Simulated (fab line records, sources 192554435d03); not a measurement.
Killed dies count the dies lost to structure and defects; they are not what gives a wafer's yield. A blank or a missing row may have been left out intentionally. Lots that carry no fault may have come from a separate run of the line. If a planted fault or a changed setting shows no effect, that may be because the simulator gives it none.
Split-lot study    flow n5-finfet    21 wafers read across 7 lots, on a route 1938 steps long

## ON THE SPLIT
At N5_BEOL_M8_ETCH_62 (etches SOC in N2/H2, target depth 110 nm, overetch 22 nm, time 165 s), the setting time-s was moved away from the recipe's 165 s on 9 of the 21 wafers read, by -21.3% to +17.8%. All remaining wafers had this setting at the recipe value.

The split's own step is where the reading is taken.

## THE READING
SiARC_of_BEOL_M8_COAT_60.thk-nm (the simulator's own value, which no gauge read), in nm, at N5_BEOL_M8_ETCH_62 (etches SOC in N2/H2, target depth 110 nm, overetch 22 nm, time 165 s). There is no usual value for it anywhere in the file. Here, 12 wafers ran the recipe; their average is 28.5 nm with a standard deviation of 0.17 nm.

wafer   tool, chamber at the split  time-s as run, s  against the recipe  SiARC_of_BEOL_M8_COAT_60.thk-nm, nm  against lot-mates on the recipe
L074.1  rie-diel-03, 2              174.7             +5.9%               28.6                                 +0.0
L074.2  rie-diel-03, 1              165               recipe              28.6                                 -
L074.3  rie-diel-03, 3              174.7             +5.9%               28.4                                 -0.2
L079.3  rie-diel-06, 0              165               recipe              28.2                                 -
L079.5  rie-diel-06, 3              184.5             +11.8%              27.8                                 -0.4
L079.6  rie-diel-06, 0              184.5             +11.8%              27.4                                 -0.8
L084.1  rie-diel-01, 3              165               recipe              28.8                                 -
L084.2  rie-diel-01, 0              165               recipe              28.4                                 -
L084.5  rie-diel-01, 1              129.9             -21.3%              29.6                                 +1.0
L087.3  rie-diel-03, 1,0            194.3             +17.8%              27.2                                 -1.4
L087.6  rie-diel-03, 1,0            194.3             +17.8%              27.2                                 -1.4
L087.5  rie-diel-03, 3              165               recipe              28.6                                 -
L088.1  rie-diel-03, 1              165               recipe              28.4                                 -
L088.2  rie-diel-03, 3              165               recipe              28.6                                 -
L088.3  rie-diel-03, 0              145.1             -12.1%              29.4                                 +0.9
L092.4  rie-diel-01, 0              165               recipe              28.4                                 -
L092.5  rie-diel-01, 0              191.4             +16.0%              27.4                                 -1.2
L092.6  rie-diel-01, 3              165               recipe              28.8                                 -
L095.2  rie-diel-03, 0,2            165               recipe              28.4                                 -
L095.3  rie-diel-03, 0,2            165               recipe              28.4                                 -
L095.6  rie-diel-03, 3              165               recipe              28.6                                 -
If several chambers appear in one row, that row covers several wafers at once and the file leaves open which wafer was in which chamber.

THE FIT
A straight line over all 21 wafers: SiARC_of_BEOL_M8_COAT_60.thk-nm changes by -0.0654 nm for each +1% of time-s; r = -0.94; the points scatter about the line by 0.22 nm.
The same after taking each lot's own level away (the mean of its wafers on the recipe; 21 wafers): -0.0634 nm for each +1%; r = -0.94; scatter 0.21 nm.
The reading moves by 1.3 nm for the largest change in time-s, on that fit.
From 28.20 to 28.60 nm: that is the span of the lots' own levels, equal to 2.3 times the standard deviation above.
The two slopes are in agreement: the lot-to-lot level therefore moves the slope only a little.
Check: +1.55 nm against its lot-mates is what the line predicts for one of the wafers moved furthest among these (-21.3%) when that wafer is left out of the fit. Against them it came out at +1 nm.

## THESE WAFERS: OTHER SPLITS
These wafers also went through other splits before the reading. Each is held against what the fit with the lots' levels taken away leaves over:
other split on the same wafers      wafers away from the commonest value  r with SiARC_of_BEOL_M8_COAT_60.thk-nm (lot level and that fit taken away)
N5_BEOL_M3_ETCH_41 target-depth-a   4                                     +0.33
N5_BEOL_M5_TRENCH_ETCH_37 time-s    11                                    +0.37
N5_BEOL_M5_ETCH_41 source-w         6                                     +0.12
N5_BEOL_M6_ETCH_66 bias-w           8                                     -0.15
N5_BEOL_M6_TRENCH_ETCH_37 source-w  8                                     -0.24
N5_BEOL_M7_VIA_ETCH_34 time-s       7                                     +0.28

## THE WHOLE CHAIN: every reading that the file lists as answering this split, in the file's order
step                   what it does                                                          reading                                                                           change (the file's fit)                                                               r (the file's)
N5_BEOL_M8_ETCH_62     etches SOC in N2/H2, target depth 110 nm, overetch 22 nm, time 165 s  SiARC_of_BEOL_M8_COAT_60.thk-nm (the simulator's own value, which no gauge read)  -0.0624 nm for each +1% of the setting                                                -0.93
N5_BEOL_M8_HM_OPEN_17  chemistry Cl2/BCl3, target TiN, target depth 20 nm, overetch 6 nm     etch.depth-nm (the simulator's own value, which no gauge read)                    not straight: 20.07 at the lowest setting, 19.92 at the recipe, 16.84 at the highest  not given

## FILE'S OWN FIT
SiARC_of_BEOL_M8_COAT_60.thk-nm changes by -0.0624 nm for each +1% of time-s, r = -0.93.
